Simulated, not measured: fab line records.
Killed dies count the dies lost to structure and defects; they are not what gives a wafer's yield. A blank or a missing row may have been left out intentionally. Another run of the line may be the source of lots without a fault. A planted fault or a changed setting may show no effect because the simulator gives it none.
fab line records / flow n5Finfet / part 2 of 2: steps 17 to 22 of 22
[record] lots = 5 wafers = 15 lastDay = 17
route steps=1938 shown BEOL_M0_SAQP@651
lots that met no fault: taken from a fault-free run of the same line
startH: start of the lot's first displayed wafer, in hours after the record's first day / waitH: hours elapsed since this lot's preceding step / " as in the row above / L1.1+2: a single row standing in for several wafers / - no value, or no start given / * or withheld: withheld / < > ~ a bound
route shown NAME@n: names a module that has steps shown in the file, with the first one's number in the route / usual: mean/standard deviation taken from wafers without a fault / same: alike in all rows / chamber/n: place in a boat / sites: per-site readings / _std_site: the values' standard deviation / _edge_site: mean of outer sites minus mean of inner sites / radiusMm: for every site, how far away it sits from the centre of the wafer / mask NAME#n: copy n / behind: the tool/chamber that last shaped the wafer / hold: what put the lot on hold/how long, in hours/how the hold closed / device: transistor that didn't switch, given as n, p or np / end of line: tests run on the same wafers once the route is complete / a step given without rows: its recipe and nothing more / killed: at the first sort, the dies lost to defects and structure; wafer yield is something else / map: per-die view of a wafer (x killed, . not killed, _ where there is no die)
set.NAME: setting as actually run; set.NAME@STEP: the setting as run at that earlier step / model.NAME: the simulator's own value behind a step, which no gauge read
lots at some steps of the route; a table a step, a row a wafer
services: when a tool's chamber went out of use (startH, in hours from the record's first day, below 0 if earlier), for how many hours, and the reason
[[steps]]
[step N5_BEOL_M0_SAQP_ETCH_101]
[recipe] chemistry = CH3F/O2 target = SiNx maskMaterial = SiO2 targetDepthA = 299 timeS = 42.7 pressureMtorr = 30 sourceW = 395 biasW = 73 Ar_flow_sccm = 150 CH3F_flow_sccm = 30 O2_flow_sccm = 20 ionEnergyEv = 120
[usual] drypumpMotorCurrentA = 5.84/0.25 oes_o_777_au = 0.77/0.078 oesProductAu = 0.77/0.078 rfVppV = 297/5.5 showerheadPlenumPTorr = 1.99/0.079 throttleValvePct = 16.44/0.21
lot.wafer=L076.2 tool=rieDiel-03 chamber=0 startH=124.24 waitH=0.0 drypumpMotorCurrentA=6.28 oes_o_777_au=0.76 oesProductAu=0.74 rfHoursCounterH=161 rfVppV=305 showerheadPlenumPTorr=1.99 throttleValvePct=16.58
lot.wafer=L076.4 tool=rieDiel-03 chamber=3 startH=124.24 waitH=0.0 drypumpMotorCurrentA=5.79 oes_o_777_au=0.69 oesProductAu=0.68 rfHoursCounterH=237 rfVppV=300 showerheadPlenumPTorr=1.90 throttleValvePct=16.54
lot.wafer=L076.6 tool=rieDiel-03 chamber=0 startH=124.24 waitH=0.0 drypumpMotorCurrentA=6.30 oes_o_777_au=0.74 oesProductAu=0.74 rfHoursCounterH=- rfVppV=306 showerheadPlenumPTorr=1.99 throttleValvePct=16.57
lot.wafer=L077.1 tool=rieDiel-04 chamber=3 startH=128.20 waitH=0.1 drypumpMotorCurrentA=6.22 oes_o_777_au=0.75 oesProductAu=0.76 rfHoursCounterH=160 rfVppV=296 showerheadPlenumPTorr=2.00 throttleValvePct=16.67
lot.wafer=L077.5 tool=rieDiel-04 chamber=3 startH=128.20 waitH=0.1 drypumpMotorCurrentA=6.21 oes_o_777_au=0.74 oesProductAu=0.76 rfHoursCounterH=- rfVppV=296 showerheadPlenumPTorr=2.00 throttleValvePct=16.65
lot.wafer=L077.6 tool=rieDiel-04 chamber=0 startH=128.20 waitH=0.1 drypumpMotorCurrentA=5.51 oes_o_777_au=0.73 oesProductAu=0.75 rfHoursCounterH=- rfVppV=295 showerheadPlenumPTorr=1.92 throttleValvePct=16.45
lot.wafer=L081.2 tool=rieDiel-03 chamber=2 startH=152.52 waitH=0.1 drypumpMotorCurrentA=5.70 oes_o_777_au=0.77 oesProductAu=0.77 rfHoursCounterH=143 rfVppV=306 showerheadPlenumPTorr=2.08 throttleValvePct=16.41
lot.wafer=L081.3 tool=rieDiel-03 chamber=1 startH=152.52 waitH=0.1 drypumpMotorCurrentA=5.57 oes_o_777_au=0.77 oesProductAu=0.77 rfHoursCounterH=163 rfVppV=293 showerheadPlenumPTorr=1.92 throttleValvePct=16.48
lot.wafer=L081.4 tool=rieDiel-03 chamber=3 startH=152.52 waitH=0.1 drypumpMotorCurrentA=5.79 oes_o_777_au=0.69 oesProductAu=0.69 rfHoursCounterH=244 rfVppV=300 showerheadPlenumPTorr=1.90 throttleValvePct=16.54
lot.wafer=L088.1 tool=rieDiel-04 chamber=1 startH=191.35 waitH=0.1 drypumpMotorCurrentA=6.02 oes_o_777_au=0.83 oesProductAu=0.84 rfHoursCounterH=83 rfVppV=293 showerheadPlenumPTorr=1.95 throttleValvePct=16.10
lot.wafer=L088.2 tool=rieDiel-04 chamber=0 startH=191.35 waitH=0.1 drypumpMotorCurrentA=5.57 oes_o_777_au=0.72 oesProductAu=0.72 rfHoursCounterH=191 rfVppV=294 showerheadPlenumPTorr=1.91 throttleValvePct=16.49
lot.wafer=L088.5 tool=rieDiel-04 chamber=0 startH=191.35 waitH=0.1 drypumpMotorCurrentA=5.54 oes_o_777_au=0.72 oesProductAu=0.72 rfHoursCounterH=- rfVppV=296 showerheadPlenumPTorr=1.91 throttleValvePct=16.47
lot.wafer=L097.1 tool=rieDiel-05 chamber=1 startH=245.13 waitH=0.0 drypumpMotorCurrentA=5.67 oes_o_777_au=0.98 oesProductAu=0.98 rfHoursCounterH=4 rfVppV=292 showerheadPlenumPTorr=1.98 throttleValvePct=16.06
lot.wafer=L097.3 tool=rieDiel-05 chamber=0 startH=245.13 waitH=0.0 drypumpMotorCurrentA=5.81 oes_o_777_au=0.69 oesProductAu=0.67 rfHoursCounterH=248 rfVppV=295 showerheadPlenumPTorr=1.97 throttleValvePct=16.85
lot.wafer=L097.6 tool=rieDiel-05 chamber=2 startH=245.13 waitH=0.0 drypumpMotorCurrentA=5.79 oes_o_777_au=0.85 oesProductAu=0.84 rfHoursCounterH=- rfVppV=288 showerheadPlenumPTorr=2.13 throttleValvePct=16.54
[step N5_BEOL_M0_SAQP_ETCH_102]
[recipe] chemistry = CF4 target = SiO2 targetDepthA = 40 ionEnergyEv = 350 timeS = 4.4 pressureMtorr = 10 icpW = 800 biasW = 400 cf4FlowSccm = 80
[usual] drypumpMotorCurrentA = 5.7/0.41 oesProductAu = 1.010/0.02 throttleValvePct = 21.74/0.14
lot.wafer=L076.2 tool=rieSi-02 chamber=2 startH=124.35 waitH=0.1 drypumpMotorCurrentA=5.0 oesProductAu=1.026 rfHoursCounterH=103 throttleValvePct=22.00
lot.wafer=L076.4 tool=rieSi-02 chamber=1 startH=124.35 waitH=0.1 drypumpMotorCurrentA=5.9 oesProductAu=1.005 rfHoursCounterH=39 throttleValvePct=22.03
lot.wafer=L076.6 tool=rieSi-02 chamber=1 startH=124.35 waitH=0.1 drypumpMotorCurrentA=5.9 oesProductAu=0.990 rfHoursCounterH=- throttleValvePct=22.02
lot.wafer=L077.1 tool=rieSi-06 chamber=2 startH=128.30 waitH=0.1 drypumpMotorCurrentA=5.7 oesProductAu=1.012 rfHoursCounterH=60 throttleValvePct=21.69
lot.wafer=L077.5 tool=rieSi-06 chamber=1 startH=128.30 waitH=0.1 drypumpMotorCurrentA=5.7 oesProductAu=1.027 rfHoursCounterH=- throttleValvePct=21.77
lot.wafer=L077.6 tool=rieSi-06 chamber=0 startH=128.30 waitH=0.1 drypumpMotorCurrentA=5.5 oesProductAu=1.026 rfHoursCounterH=- throttleValvePct=21.81
lot.wafer=L081.2 tool=rieSi-06 chamber=1 startH=152.62 waitH=0.1 drypumpMotorCurrentA=5.6 oesProductAu=1.019 rfHoursCounterH=142 throttleValvePct=21.75
lot.wafer=L081.3 tool=rieSi-06 chamber=0 startH=152.62 waitH=0.1 drypumpMotorCurrentA=5.5 oesProductAu=1.026 rfHoursCounterH=9 throttleValvePct=21.82
lot.wafer=L081.4 tool=rieSi-06 chamber=3 startH=152.62 waitH=0.1 drypumpMotorCurrentA=6.3 oesProductAu=0.985 rfHoursCounterH=1 throttleValvePct=21.73
lot.wafer=L088.1 tool=rieSi-06 chamber=3 startH=191.45 waitH=0.1 drypumpMotorCurrentA=6.3 oesProductAu=0.993 rfHoursCounterH=2 throttleValvePct=21.75
lot.wafer=L088.2 tool=rieSi-06 chamber=0 startH=191.45 waitH=0.1 drypumpMotorCurrentA=5.4 oesProductAu=1.035 rfHoursCounterH=10 throttleValvePct=21.81
lot.wafer=L088.5 tool=rieSi-06 chamber=1 startH=191.45 waitH=0.1 drypumpMotorCurrentA=5.7 oesProductAu=1.030 rfHoursCounterH=- throttleValvePct=21.76
lot.wafer=L097.1 tool=rieSi-06 chamber=3 startH=245.24 waitH=0.1 drypumpMotorCurrentA=6.3 oesProductAu=0.998 rfHoursCounterH=3 throttleValvePct=21.75
lot.wafer=L097.3 tool=rieSi-06 chamber=1 startH=245.24 waitH=0.1 drypumpMotorCurrentA=5.7 oesProductAu=1.029 rfHoursCounterH=144 throttleValvePct=21.76
lot.wafer=L097.6 tool=rieSi-06 chamber=2 startH=245.24 waitH=0.1 drypumpMotorCurrentA=5.7 oesProductAu=1.018 rfHoursCounterH=- throttleValvePct=21.70
[step N5_BEOL_M0_SAQP_MANDREL_ETCH_103]
[recipe] chemistry = HBr/Cl2 target = a-Si targetDepthA = 450 btTimeS = 10 stopOn = SiCN maskMaterial = SiO2 overEtchFrac = 0.8 timeS = 27 pressureMtorr = 10 icpW = 800 biasW = 75 HBr_flow_sccm = 150 Cl2_flow_sccm = 80 ends = endPoint
[usual] HBr_flow_sccm = 150.0/0.42 drypumpMotorCurrentA = 5.7/0.41 oesProductAu = 0.683/0.0095 throttleValvePct = 35.49/0.27
lot.wafer=L076.2 tool=rieSi-02 chamber=2 startH=124.38 waitH=0.0 HBr_flow_sccm=149.0 drypumpMotorCurrentA=5.0 oesProductAu=0.683 rfHoursCounterH=103 throttleValvePct=35.51
lot.wafer=L076.4 tool=rieSi-02 chamber=1 startH=124.38 waitH=0.0 HBr_flow_sccm=149.3 drypumpMotorCurrentA=5.9 oesProductAu=0.678 rfHoursCounterH=39 throttleValvePct=35.69
lot.wafer=L076.6 tool=rieSi-02 chamber=1 startH=124.38 waitH=0.0 HBr_flow_sccm=149.6 drypumpMotorCurrentA=5.9 oesProductAu=0.681 rfHoursCounterH=- throttleValvePct=35.69
lot.wafer=L077.1 tool=rieSi-06 chamber=2 startH=128.34 waitH=0.0 HBr_flow_sccm=149.8 drypumpMotorCurrentA=5.7 oesProductAu=0.690 rfHoursCounterH=60 throttleValvePct=35.86
lot.wafer=L077.5 tool=rieSi-06 chamber=1 startH=128.34 waitH=0.0 HBr_flow_sccm=150.2 drypumpMotorCurrentA=5.6 oesProductAu=0.703 rfHoursCounterH=- throttleValvePct=35.58
lot.wafer=L077.6 tool=rieSi-06 chamber=0 startH=128.34 waitH=0.0 HBr_flow_sccm=151.1 drypumpMotorCurrentA=5.4 oesProductAu=0.686 rfHoursCounterH=- throttleValvePct=35.34
lot.wafer=L081.2 tool=rieSi-06 chamber=1 startH=152.66 waitH=0.0 HBr_flow_sccm=149.9 drypumpMotorCurrentA=5.7 oesProductAu=0.691 rfHoursCounterH=142 throttleValvePct=35.60
lot.wafer=L081.3 tool=rieSi-06 chamber=0 startH=152.66 waitH=0.0 HBr_flow_sccm=150.3 drypumpMotorCurrentA=5.5 oesProductAu=0.689 rfHoursCounterH=9 throttleValvePct=35.36
lot.wafer=L081.4 tool=rieSi-06 chamber=3 startH=152.66 waitH=0.0 HBr_flow_sccm=150.6 drypumpMotorCurrentA=6.3 oesProductAu=0.675 rfHoursCounterH=1 throttleValvePct=35.51
lot.wafer=L088.1 tool=rieSi-06 chamber=3 startH=191.49 waitH=0.0 HBr_flow_sccm=150.6 drypumpMotorCurrentA=6.3 oesProductAu=0.669 rfHoursCounterH=2 throttleValvePct=35.53
lot.wafer=L088.2 tool=rieSi-06 chamber=0 startH=191.49 waitH=0.0 HBr_flow_sccm=150.2 drypumpMotorCurrentA=5.5 oesProductAu=0.673 rfHoursCounterH=10 throttleValvePct=35.37
lot.wafer=L088.5 tool=rieSi-06 chamber=1 startH=191.49 waitH=0.0 HBr_flow_sccm=150.2 drypumpMotorCurrentA=5.7 oesProductAu=0.698 rfHoursCounterH=- throttleValvePct=35.58
lot.wafer=L097.1 tool=rieSi-06 chamber=3 startH=245.27 waitH=0.0 HBr_flow_sccm=150.2 drypumpMotorCurrentA=6.3 oesProductAu=0.683 rfHoursCounterH=3 throttleValvePct=35.52
lot.wafer=L097.3 tool=rieSi-06 chamber=1 startH=245.27 waitH=0.0 HBr_flow_sccm=150.6 drypumpMotorCurrentA=5.6 oesProductAu=0.685 rfHoursCounterH=144 throttleValvePct=35.59
lot.wafer=L097.6 tool=rieSi-06 chamber=2 startH=245.27 waitH=0.0 HBr_flow_sccm=149.5 drypumpMotorCurrentA=5.7 oesProductAu=0.699 rfHoursCounterH=- throttleValvePct=35.85
[step N5_BEOL_M0_SAQP_RECESS_104]
[recipe] chemistry = HF/NH3 target = SiO2 targetDepthA = 180 afsCycles = 3 tempC = 30 sublimationTempC = 180 sublimationTimeS = 60
[usual] drypumpMotorCurrentA = 6.14/0.23
lot.wafer=L076.2 tool=vaporEtch-02 chamber=0 startH=124.46 waitH=0.1 drypumpMotorCurrentA=5.89
lot.wafer=L076.4 tool=vaporEtch-02 chamber=1 startH=124.46 waitH=0.1 drypumpMotorCurrentA=6.48
lot.wafer=L076.6 tool=vaporEtch-02 chamber=0 startH=124.46 waitH=0.1 drypumpMotorCurrentA=5.89
lot.wafer=L077.1 tool=vaporEtch-02 chamber=1 startH=128.42 waitH=0.1 drypumpMotorCurrentA=6.45
lot.wafer=L077.5 tool=vaporEtch-02 chamber=1 startH=128.42 waitH=0.1 drypumpMotorCurrentA=6.46
lot.wafer=L077.6 tool=vaporEtch-02 chamber=0 startH=128.42 waitH=0.1 drypumpMotorCurrentA=5.89
lot.wafer=L081.2 tool=vaporEtch-02 chamber=1 startH=152.74 waitH=0.1 drypumpMotorCurrentA=6.44
lot.wafer=L081.3 tool=vaporEtch-02 chamber=0 startH=152.74 waitH=0.1 drypumpMotorCurrentA=5.91
lot.wafer=L081.4 tool=vaporEtch-02 chamber=1 startH=152.74 waitH=0.1 drypumpMotorCurrentA=6.44
lot.wafer=L088.1 tool=vaporEtch-01 chamber=0 startH=191.57 waitH=0.1 drypumpMotorCurrentA=6.05
lot.wafer=L088.2 tool=vaporEtch-01 chamber=1 startH=191.57 waitH=0.1 drypumpMotorCurrentA=6.21
lot.wafer=L088.5 tool=vaporEtch-01 chamber=1 startH=191.57 waitH=0.1 drypumpMotorCurrentA=6.20
lot.wafer=L097.1 tool=vaporEtch-02 chamber=0 startH=245.35 waitH=0.1 drypumpMotorCurrentA=5.87
lot.wafer=L097.3 tool=vaporEtch-02 chamber=0 startH=245.35 waitH=0.1 drypumpMotorCurrentA=5.87
lot.wafer=L097.6 tool=vaporEtch-02 chamber=1 startH=245.35 waitH=0.1 drypumpMotorCurrentA=6.45
[step N5_BEOL_M0_SAQP_COAT_105]
[recipe] resist = SOC tempC = 250 timeS = 60 spinRpm = 1500 resistThkNm = 100
lot.wafer=L076.2+4+6 tool=lithoTrack-04 chamber=0 startH=124.85 waitH=0.3
lot.wafer=L077.1+5+6 tool=lithoTrack-05 chamber=0 startH=128.80 waitH=0.3
lot.wafer=L081.2+3+4 tool=lithoTrack-04 chamber=0 startH=153.13 waitH=0.3
lot.wafer=L088.1+2+5 tool=lithoTrack-02 chamber=0 startH=191.95 waitH=0.3
lot.wafer=L097.1+3+6 tool=lithoTrack-02 chamber=0 startH=245.73 waitH=0.3
[step N5_BEOL_M0_SAQP_ETCH_106]
[recipe] chemistry = N2/H2 target = SOC targetDepthA = 1500 stopOn = SiNx ionEnergyEv = 100 biasW = 61 pressureMtorr = 30 sourceW = 850 n2FlowSccm = 200 h2FlowSccm = 200
[usual] drypumpMotorCurrentA = 5.84/0.24 h2FlowSccm = 200.0/0.61 oesProductAu = 0.75/0.068 rfVppV = 240.4/1.5 showerheadPlenumPTorr = 2.53/0.099 throttleValvePct = 17.95/0.2
lot.wafer=L076.2 tool=rieDiel-03 chamber=3 startH=124.91 waitH=- drypumpMotorCurrentA=5.80 h2FlowSccm=201.0 oesProductAu=0.68 rfHoursCounterH=237 rfVppV=237.9 showerheadPlenumPTorr=2.40 throttleValvePct=17.90
lot.wafer=L076.4 tool=rieDiel-03 chamber=0 startH=124.91 waitH=- drypumpMotorCurrentA=6.29 h2FlowSccm=201.0 oesProductAu=0.74 rfHoursCounterH=161 rfVppV=241.4 showerheadPlenumPTorr=2.54 throttleValvePct=18.09
lot.wafer=L076.6 tool=rieDiel-03 chamber=0 startH=124.91 waitH=- drypumpMotorCurrentA=6.28 h2FlowSccm=199.8 oesProductAu=0.73 rfHoursCounterH=- rfVppV=240.9 showerheadPlenumPTorr=2.54 throttleValvePct=18.08
lot.wafer=L077.1 tool=rieDiel-03 chamber=2 startH=128.87 waitH=- drypumpMotorCurrentA=5.72 h2FlowSccm=198.6 oesProductAu=0.77 rfHoursCounterH=135 rfVppV=241.2 showerheadPlenumPTorr=2.64 throttleValvePct=17.86
lot.wafer=L077.5 tool=rieDiel-03 chamber=1 startH=128.87 waitH=- drypumpMotorCurrentA=5.58 h2FlowSccm=200.0 oesProductAu=0.76 rfHoursCounterH=- rfVppV=240.2 showerheadPlenumPTorr=2.45 throttleValvePct=18.08
lot.wafer=L077.6 tool=rieDiel-03 chamber=2 startH=128.87 waitH=- drypumpMotorCurrentA=5.72 h2FlowSccm=199.9 oesProductAu=0.77 rfHoursCounterH=- rfVppV=241.3 showerheadPlenumPTorr=2.64 throttleValvePct=17.84
lot.wafer=L081.2 tool=rieDiel-05 chamber=3 startH=153.19 waitH=- drypumpMotorCurrentA=6.03 h2FlowSccm=199.9 oesProductAu=0.74 rfHoursCounterH=142 rfVppV=239.9 showerheadPlenumPTorr=2.43 throttleValvePct=17.84
lot.wafer=L081.3 tool=rieDiel-05 chamber=1 startH=153.19 waitH=- drypumpMotorCurrentA=5.67 h2FlowSccm=200.7 oesProductAu=0.68 rfHoursCounterH=232 rfVppV=240.3 showerheadPlenumPTorr=2.51 throttleValvePct=17.95
lot.wafer=L081.4 tool=rieDiel-05 chamber=2 startH=153.19 waitH=- drypumpMotorCurrentA=5.82 h2FlowSccm=200.5 oesProductAu=0.87 rfHoursCounterH=49 rfVppV=242.8 showerheadPlenumPTorr=2.70 throttleValvePct=17.95
lot.wafer=L088.1 tool=rieDiel-04 chamber=3 startH=192.07 waitH=- drypumpMotorCurrentA=6.21 h2FlowSccm=200.2 oesProductAu=0.74 rfHoursCounterH=180 rfVppV=240.2 showerheadPlenumPTorr=2.54 throttleValvePct=18.14
lot.wafer=L088.2 tool=rieDiel-04 chamber=0 startH=192.07 waitH=- drypumpMotorCurrentA=5.50 h2FlowSccm=199.3 oesProductAu=0.72 rfHoursCounterH=192 rfVppV=236.8 showerheadPlenumPTorr=2.41 throttleValvePct=17.89
lot.wafer=L088.5 tool=rieDiel-04 chamber=3 startH=192.07 waitH=- drypumpMotorCurrentA=6.23 h2FlowSccm=200.2 oesProductAu=0.73 rfHoursCounterH=- rfVppV=240.3 showerheadPlenumPTorr=2.54 throttleValvePct=18.15
lot.wafer=L097.1 tool=rieDiel-03 chamber=1 startH=245.84 waitH=- drypumpMotorCurrentA=5.56 h2FlowSccm=199.3 oesProductAu=0.72 rfHoursCounterH=194 rfVppV=239.6 showerheadPlenumPTorr=2.43 throttleValvePct=18.14
lot.wafer=L097.3 tool=rieDiel-03 chamber=0 startH=245.84 waitH=- drypumpMotorCurrentA=6.31 h2FlowSccm=199.7 oesProductAu=0.71 rfHoursCounterH=200 rfVppV=239.7 showerheadPlenumPTorr=2.52 throttleValvePct=18.14
lot.wafer=L097.6 tool=rieDiel-03 chamber=1 startH=245.84 waitH=- drypumpMotorCurrentA=5.56 h2FlowSccm=199.5 oesProductAu=0.73 rfHoursCounterH=- rfVppV=239.0 showerheadPlenumPTorr=2.43 throttleValvePct=18.15
[[services]]
tool=rieSi-03 chamber=3 startH=101.59 hours=13.9 kind=repair
tool=vaporEtch-01 chamber=- startH=102.34 hours=1.2 kind=repair
tool=vaporEtch-01 chamber=0 startH=113.35 hours=4.4 kind=repair
tool=aldSin-04 chamber=- startH=115.62 hours=1.8 kind=repair
tool=rieDiel-05 chamber=2 startH=156.09 hours=5.9 kind=repair
tool=rieDiel-03 chamber=- startH=158.81 hours=0.4 kind=repair
tool=rieSi-06 chamber=- startH=163.30 hours=0.8 kind=repair
tool=rieDiel-03 chamber=3 startH=173.66 hours=- kind=clean
tool=rieDiel-03 chamber=3 startH=173.66 hours=- kind=consumableReplace:focusRing
tool=rieDiel-03 chamber=3 startH=173.66 hours=- kind=consumableReplace:showerhead
tool=rieDiel-03 chamber=3 startH=173.66 hours=21.4 kind=scheduledDown
tool=rieDiel-03 chamber=3 startH=173.66 hours=21.4 kind=ventCycle
tool=aldSin-04 chamber=- startH=176.82 hours=14.0 kind=pm
tool=aldSin-02 chamber=1 startH=187.06 hours=8.4 kind=repair
tool=aldSin-02 chamber=- startH=206.86 hours=2.8 kind=pm
tool=rieDiel-05 chamber=1 startH=210.42 hours=- kind=clean
tool=rieDiel-05 chamber=1 startH=210.42 hours=- kind=consumableReplace:focusRing
tool=rieSi-02 chamber=2 startH=217.46 hours=1.7 kind=repair
tool=rieSi-02 chamber=3 startH=221.68 hours=11.3 kind=repair
tool=aldSin-02 chamber=3 startH=223.33 hours=2.2 kind=repair
tool=rieDiel-04 chamber=- startH=234.11 hours=1.7 kind=repair
tool=rieSi-02 chamber=2 startH=234.76 hours=1.0 kind=repair
tool=rieSi-03 chamber=0 startH=238.15 hours=3.5 kind=repair
tool=aldSin-03 chamber=3 startH=241.06 hours=5.0 kind=repair
